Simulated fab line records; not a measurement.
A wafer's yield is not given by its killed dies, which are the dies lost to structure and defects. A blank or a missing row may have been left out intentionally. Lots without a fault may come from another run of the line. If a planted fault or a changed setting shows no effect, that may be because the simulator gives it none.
Split-lot trial :: flow n5Finfet :: on a route of 1938 steps: 7 lots, 21 wafers read

## SPLIT DETAILS
At N5_BEOL_M9_COAT_22 (resist thk 30 nm), the setting spinRpm was moved away from the recipe's 1500 rpm on 7 of the 21 wafers read, by -8.7% to +9.3%. For the rest of the wafers, this setting stayed at what the recipe calls for.

## FROM THE SPLIT TO THE READING: what the file shows between them, 4 steps
- N5_BEOL_M9_EBR_24
- N5_BEOL_M9_SOFTBAKE_23: time 60 s
- N5_BEOL_M9_EXPOSE_25: exposes mask V8
- N5_BEOL_M9_PEB_26: peb time 60 s

## THE READING
CAR-EUV_of_BEOL_M9_COAT_22.thkNm (the simulator's own value, which no gauge read), in nm, at N5_BEOL_M9_DEVELOP_27 (develop time 30 s). The file gives no usual value for it. Across the 14 wafers here that went through the recipe, the average is 29.5 nm and the standard deviation 0.12 nm.

wafer: L074.4
tool, chamber at the split: lithoTrack-04, 0
spinRpm as run, rpm: 1639
against the recipe: +9.3%
CAR-EUV_of_BEOL_M9_COAT_22.thkNm, nm: 28.4
against lot-mates on the recipe: -1.4

wafer: L074.5
tool, chamber at the split: lithoTrack-04, 0
spinRpm as run, rpm: 1639
against the recipe: +9.3%
CAR-EUV_of_BEOL_M9_COAT_22.thkNm, nm: 28.4
against lot-mates on the recipe: -1.4

wafer: L074.6
tool, chamber at the split: lithoTrack-04, 0
spinRpm as run, rpm: 1500
against the recipe: recipe
CAR-EUV_of_BEOL_M9_COAT_22.thkNm, nm: 29.8
against lot-mates on the recipe: -

wafer: L081.1
tool, chamber at the split: lithoTrack-02, 0
spinRpm as run, rpm: 1500
against the recipe: recipe
CAR-EUV_of_BEOL_M9_COAT_22.thkNm, nm: 29.6
against lot-mates on the recipe: -

wafer: L081.5
tool, chamber at the split: lithoTrack-02, 0
spinRpm as run, rpm: 1500
against the recipe: recipe
CAR-EUV_of_BEOL_M9_COAT_22.thkNm, nm: 29.6
against lot-mates on the recipe: -

wafer: L081.6
tool, chamber at the split: lithoTrack-02, 0
spinRpm as run, rpm: 1500
against the recipe: recipe
CAR-EUV_of_BEOL_M9_COAT_22.thkNm, nm: 29.6
against lot-mates on the recipe: -

wafer: L084.2
tool, chamber at the split: lithoTrack-02, 0
spinRpm as run, rpm: 1371
against the recipe: -8.6%
CAR-EUV_of_BEOL_M9_COAT_22.thkNm, nm: 31
against lot-mates on the recipe: +1.4

wafer: L084.4
tool, chamber at the split: lithoTrack-02, 0
spinRpm as run, rpm: 1371
against the recipe: -8.6%
CAR-EUV_of_BEOL_M9_COAT_22.thkNm, nm: 31
against lot-mates on the recipe: +1.4

wafer: L084.6
tool, chamber at the split: lithoTrack-02, 0
spinRpm as run, rpm: 1500
against the recipe: recipe
CAR-EUV_of_BEOL_M9_COAT_22.thkNm, nm: 29.6
against lot-mates on the recipe: -

wafer: L086.2
tool, chamber at the split: lithoTrack-02, 0
spinRpm as run, rpm: 1500
against the recipe: recipe
CAR-EUV_of_BEOL_M9_COAT_22.thkNm, nm: 29.4
against lot-mates on the recipe: -

wafer: L086.3
tool, chamber at the split: lithoTrack-02, 0
spinRpm as run, rpm: 1500
against the recipe: recipe
CAR-EUV_of_BEOL_M9_COAT_22.thkNm, nm: 29.4
against lot-mates on the recipe: -

wafer: L086.4
tool, chamber at the split: lithoTrack-02, 0
spinRpm as run, rpm: 1500
against the recipe: recipe
CAR-EUV_of_BEOL_M9_COAT_22.thkNm, nm: 29.4
against lot-mates on the recipe: -

wafer: L088.2
tool, chamber at the split: lithoTrack-01, 0
spinRpm as run, rpm: 1500
against the recipe: recipe
CAR-EUV_of_BEOL_M9_COAT_22.thkNm, nm: 29.6
against lot-mates on the recipe: -

wafer: L088.4
tool, chamber at the split: lithoTrack-01, 0
spinRpm as run, rpm: 1500
against the recipe: recipe
CAR-EUV_of_BEOL_M9_COAT_22.thkNm, nm: 29.6
against lot-mates on the recipe: -

wafer: L088.6
tool, chamber at the split: lithoTrack-01, 0
spinRpm as run, rpm: 1500
against the recipe: recipe
CAR-EUV_of_BEOL_M9_COAT_22.thkNm, nm: 29.6
against lot-mates on the recipe: -

wafer: L093.1
tool, chamber at the split: lithoTrack-04, 0
spinRpm as run, rpm: 1383
against the recipe: -7.8%
CAR-EUV_of_BEOL_M9_COAT_22.thkNm, nm: 30.6
against lot-mates on the recipe: +1.2

wafer: L093.2
tool, chamber at the split: lithoTrack-04, 0
spinRpm as run, rpm: 1383
against the recipe: -7.8%
CAR-EUV_of_BEOL_M9_COAT_22.thkNm, nm: 30.6
against lot-mates on the recipe: +1.2

wafer: L093.3
tool, chamber at the split: lithoTrack-04, 0
spinRpm as run, rpm: 1500
against the recipe: recipe
CAR-EUV_of_BEOL_M9_COAT_22.thkNm, nm: 29.4
against lot-mates on the recipe: -

wafer: L094.2
tool, chamber at the split: lithoTrack-04, 0
spinRpm as run, rpm: 1500
against the recipe: recipe
CAR-EUV_of_BEOL_M9_COAT_22.thkNm, nm: 29.4
against lot-mates on the recipe: -

wafer: L094.4
tool, chamber at the split: lithoTrack-04, 0
spinRpm as run, rpm: 1500
against the recipe: recipe
CAR-EUV_of_BEOL_M9_COAT_22.thkNm, nm: 29.4
against lot-mates on the recipe: -

wafer: L094.3
tool, chamber at the split: lithoTrack-04, 0
spinRpm as run, rpm: 1369
against the recipe: -8.7%
CAR-EUV_of_BEOL_M9_COAT_22.thkNm, nm: 30.8
against lot-mates on the recipe: +1.4

FIT RESULTS
A straight line over all 21 wafers: CAR-EUV_of_BEOL_M9_COAT_22.thkNm changes by -0.141 nm for each +1% of spinRpm; r = -0.98; the points scatter about the line by 0.14 nm.
The same after taking each lot's own level away (the mean of its wafers on the recipe; 21 wafers): -0.156 nm for each +1%; r = -1.00; scatter 0.024 nm.
That fit puts the effect of the largest move of spinRpm on the reading at 1.4 nm.
The span of the lots' own levels, 29.40 to 29.80 nm, comes to 3.3 times the standard deviation stated above.
The two slopes agree, so the slope changes little with the lot-to-lot level.
Check: with one of the wafers moved furthest among these (+9.3%) left out of the fit, the line predicts -1.45 nm for it against its lot-mates. Against them it came out at -1.4 nm.

## FURTHER SPLITS ON THESE WAFERS
Note: prior to the reading, these wafers also went through further splits. Each is held against what the fit with the lots' levels taken away leaves over:
other split on the same wafers: N5_BEOL_M7_PECVD_70 tempC
wafers away from the commonest value: 5
r with CAR-EUV_of_BEOL_M9_COAT_22.thkNm (lot level and that fit taken away): -0.24

other split on the same wafers: N5_BEOL_M7_COAT_05 spinRpm
wafers away from the commonest value: 3
r with CAR-EUV_of_BEOL_M9_COAT_22.thkNm (lot level and that fit taken away): +0.28

other split on the same wafers: N5_BEOL_M7_VIA_ETCH_34 sourceW
wafers away from the commonest value: 7
r with CAR-EUV_of_BEOL_M9_COAT_22.thkNm (lot level and that fit taken away): +0.00

other split on the same wafers: N5_BEOL_M7_ETCH_41 sourceW
wafers away from the commonest value: 6
r with CAR-EUV_of_BEOL_M9_COAT_22.thkNm (lot level and that fit taken away): +0.14

other split on the same wafers: N5_BEOL_M8_COAT_05 spinRpm
wafers away from the commonest value: 7
r with CAR-EUV_of_BEOL_M9_COAT_22.thkNm (lot level and that fit taken away): -0.14

other split on the same wafers: N5_BEOL_M8_DESCUM_16 timeS
wafers away from the commonest value: 7
r with CAR-EUV_of_BEOL_M9_COAT_22.thkNm (lot level and that fit taken away): -0.01

## THE WHOLE CHAIN: every reading that the file lists as answering this split, in the file's order
step: N5_BEOL_M9_COAT_22
what it does: resist thk 30 nm
reading: CAR-EUV_of_BEOL_M9_COAT_22.thkNm (the simulator's own value, which no gauge read)
change (the file's fit): -0.151 nm for each +1% of the setting
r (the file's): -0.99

step: N5_BEOL_M9_DEVELOP_27
what it does: develop time 30 s
reading: CAR-EUV_of_BEOL_M9_COAT_22.thkNm (the simulator's own value, which no gauge read)
change (the file's fit): -0.157 nm for each +1% of the setting
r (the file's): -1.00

## THE FILE'S OWN FIT
CAR-EUV_of_BEOL_M9_COAT_22.thkNm changes by -0.157 nm for each +1% of spinRpm, r = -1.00.
